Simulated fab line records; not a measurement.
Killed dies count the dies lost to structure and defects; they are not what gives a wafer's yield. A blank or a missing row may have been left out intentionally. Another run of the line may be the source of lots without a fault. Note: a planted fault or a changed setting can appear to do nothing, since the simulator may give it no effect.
Split-lot experiment :: flow n5-finfet :: 21 wafers read across 7 lots, on a route 1938 steps long

== THE SPLIT ITSELF ==
At N5_HKMG_FIN_ETCH_55 (etches SOC in N2/H2, target depth 240 nm, time 300 s), the setting bias-w was moved away from the recipe's 150 W on 4 of the 21 wafers read, by -8.5% to +13.0%. This setting was run at the recipe's value on the other wafers.

The reading is taken at the split's own step.

== THE READING ==
rf-vpp-V, in V, at N5_HKMG_FIN_ETCH_55 (etches SOC in N2/H2, target depth 240 nm, time 300 s). A value of 525.1 V with a standard deviation of 2.4 V is what fault-free wafers of this fab line usually give.

wafer: L077.3
tool, chamber at the split: rie-diel-01, 0
bias-w as run, W: 137.5
against the recipe: -8.3%
rf-vpp-V, V: 500.3
against lot-mates on the recipe: -23.8

wafer: L077.4
tool, chamber at the split: rie-diel-01, 1
bias-w as run, W: 150
against the recipe: recipe
rf-vpp-V, V: 523.3
against lot-mates on the recipe: -

wafer: L077.5
tool, chamber at the split: rie-diel-01, 1
bias-w as run, W: 150
against the recipe: recipe
rf-vpp-V, V: 524.9
against lot-mates on the recipe: -

wafer: L079.3
tool, chamber at the split: rie-diel-04, 0
bias-w as run, W: 150
against the recipe: recipe
rf-vpp-V, V: 523.1
against lot-mates on the recipe: -

wafer: L079.4
tool, chamber at the split: rie-diel-04, 2
bias-w as run, W: 150
against the recipe: recipe
rf-vpp-V, V: 525.5
against lot-mates on the recipe: -

wafer: L079.6
tool, chamber at the split: rie-diel-04, 0
bias-w as run, W: 150
against the recipe: recipe
rf-vpp-V, V: 522.4
against lot-mates on the recipe: -

wafer: L080.2
tool, chamber at the split: rie-diel-05, 0
bias-w as run, W: 150
against the recipe: recipe
rf-vpp-V, V: 529.6
against lot-mates on the recipe: -

wafer: L080.3
tool, chamber at the split: rie-diel-05, 1
bias-w as run, W: 150
against the recipe: recipe
rf-vpp-V, V: 521.6
against lot-mates on the recipe: -

wafer: L080.6
tool, chamber at the split: rie-diel-05, 2
bias-w as run, W: 150
against the recipe: recipe
rf-vpp-V, V: 526.6
against lot-mates on the recipe: -

wafer: L083.2
tool, chamber at the split: rie-diel-04, 3
bias-w as run, W: 150
against the recipe: recipe
rf-vpp-V, V: 525.7
against lot-mates on the recipe: -

wafer: L083.3
tool, chamber at the split: rie-diel-04, 0
bias-w as run, W: 137.2
against the recipe: -8.5%
rf-vpp-V, V: 493.7
against lot-mates on the recipe: -32.2

wafer: L083.6
tool, chamber at the split: rie-diel-04, 2
bias-w as run, W: 150
against the recipe: recipe
rf-vpp-V, V: 526.0
against lot-mates on the recipe: -

wafer: L087.3
tool, chamber at the split: rie-diel-01, 2
bias-w as run, W: 150
against the recipe: recipe
rf-vpp-V, V: 524.0
against lot-mates on the recipe: -

wafer: L087.4
tool, chamber at the split: rie-diel-01, 0
bias-w as run, W: 150
against the recipe: recipe
rf-vpp-V, V: 528.4
against lot-mates on the recipe: -

wafer: L087.5
tool, chamber at the split: rie-diel-01, 1
bias-w as run, W: 150
against the recipe: recipe
rf-vpp-V, V: 523.0
against lot-mates on the recipe: -

wafer: L090.2
tool, chamber at the split: rie-diel-04, 3
bias-w as run, W: 150
against the recipe: recipe
rf-vpp-V, V: 525.3
against lot-mates on the recipe: -

wafer: L090.4
tool, chamber at the split: rie-diel-04, 0
bias-w as run, W: 169.5
against the recipe: +13.0%
rf-vpp-V, V: 563.4
against lot-mates on the recipe: +38.1

wafer: L090.6
tool, chamber at the split: rie-diel-04, 1
bias-w as run, W: 169.5
against the recipe: +13.0%
rf-vpp-V, V: 567.7
against lot-mates on the recipe: +42.4

wafer: L094.2
tool, chamber at the split: rie-diel-01, 0
bias-w as run, W: 150
against the recipe: recipe
rf-vpp-V, V: 526.5
against lot-mates on the recipe: -

wafer: L094.4
tool, chamber at the split: rie-diel-01, 3
bias-w as run, W: 150
against the recipe: recipe
rf-vpp-V, V: 523.7
against lot-mates on the recipe: -

wafer: L094.6
tool, chamber at the split: rie-diel-01, 0
bias-w as run, W: 150
against the recipe: recipe
rf-vpp-V, V: 528.4
against lot-mates on the recipe: -

THE FIT
A straight line over all 21 wafers: rf-vpp-V changes by +3.18 V for each +1% of bias-w; r = +0.99; the points scatter about the line by 2.4 V.
The same after taking each lot's own level away (the mean of its wafers on the recipe; 21 wafers): +3.17 V for each +1%; r = +0.99; scatter 2.4 V.
According to that fit, moving bias-w by its largest amount changes the reading by 41 V.
From 523.67 to 526.20 V: that is the span of the lots' own levels, equal to 1.1 times the standard deviation above.
So the lot-to-lot level changes the slope little: the two slopes agree.
Check: +42.7 V against its lot-mates is what the line predicts for one of the wafers moved furthest among these (+13.0%) when that wafer is left out of the fit. It came out at +38.1 V against them.
Tool readings at the split's step, against how far the setting was moved: rf-vpp-V r = +0.99.

== FURTHER SPLITS ON THESE WAFERS ==
Before the reading, these wafers also passed through other splits. Each is held against what the fit with the lots' levels taken away leaves over:
other split on the same wafers: N5_FIN_CUT_ETCH_21 bias-w
wafers away from the commonest value: 7
r with rf-vpp-V (lot level and that fit taken away): +0.07

other split on the same wafers: N5_DUMMY_GATE_COAT_28 spin-rpm
wafers away from the commonest value: 6
r with rf-vpp-V (lot level and that fit taken away): -0.18

other split on the same wafers: N5_SD_ACTIVATION_LSA_01 temp-c
wafers away from the commonest value: 5
r with rf-vpp-V (lot level and that fit taken away): +0.12

other split on the same wafers: N5_SDB_COAT_05 spin-rpm
wafers away from the commonest value: 7
r with rf-vpp-V (lot level and that fit taken away): +0.17

== THE FILE'S OWN FIT ==
rf-vpp-V changes by +3.2 V for each +1% of bias-w, r = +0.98.
